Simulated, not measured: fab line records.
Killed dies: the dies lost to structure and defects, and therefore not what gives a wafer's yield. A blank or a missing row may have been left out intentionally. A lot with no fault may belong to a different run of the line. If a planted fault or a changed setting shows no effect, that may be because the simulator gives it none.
What tool caused it? :: flow nand harc :: 36 wafers sampled from 12 lots at 1 step of a route of 1159

== WHAT THE GAUGES SHOWED, per wafer ==
NHARC_P_BONDPAD_THK_MEAS_33: measures by ellipsometry.
lot: L075
measured: day 6 07:58
on: film metro-02
thk nm (nm): 198.5 199.9 196.5

lot: L077
measured: day 7 06:05
on: film metro-02
thk nm (nm): 199.5 200.2 201.0

lot: L078
measured: day 7 13:34
on: film metro-02
thk nm (nm): 200.7 201.0 201.0

lot: L080
measured: day 8 04:01
on: film metro-02
thk nm (nm): 202.4 201.0 202.4

lot: L083
measured: day 8 20:16
on: film metro-02
thk nm (nm): 198.2 197.5 198.0

lot: L087
measured: day 10 07:17
on: film metro-02
thk nm (nm): 200.1 199.0 201.4

lot: L085
measured: day 10 08:19
on: film metro-01
thk nm (nm): 201.0 199.7 200.9

lot: L089
measured: day 10 12:05
on: film metro-01
thk nm (nm): 197.6 200.1 200.5

lot: L092
measured: day 10 18:02
on: film metro-01
thk nm (nm): 199.6 200.5 198.3

lot: L094
measured: day 11 01:20
on: film metro-01
thk nm (nm): 197.3 197.2 200.7

lot: L095
measured: day 11 18:34
on: film metro-02
thk nm (nm): 199.0 199.4 198.4

lot: L097
measured: day 12 04:04
on: film metro-01
thk nm (nm): 197.8 197.8 199.5

== WHICH TOOL RAN EACH LOT (tool, then ch and the chambers of the sampled wafers, then the start) ==
Record: no process step prior to these readings.

== THE ANSWER, worked out from the rows above alone ==
Rule: what is usual is taken from the lots themselves. Put in order of their means at a reading, lots are off if they are a third of the lots or fewer, leave a main group of 4 or more, and stand apart from it by a gap of 3 or more times the standard deviation of the main group's means; of several such gaps the widest counts. A main group is skipped when, at the precision printed for the reading in the tables above, its means are all equal. Also off: a lot with no number at a reading for which 4 or more lots have one. All remaining lots with rows at the step are treated as sound.
No lot is off on any of the readings shown, so nothing can be concluded from this.

== WHAT THE SIMULATOR HAD INSERTED ==
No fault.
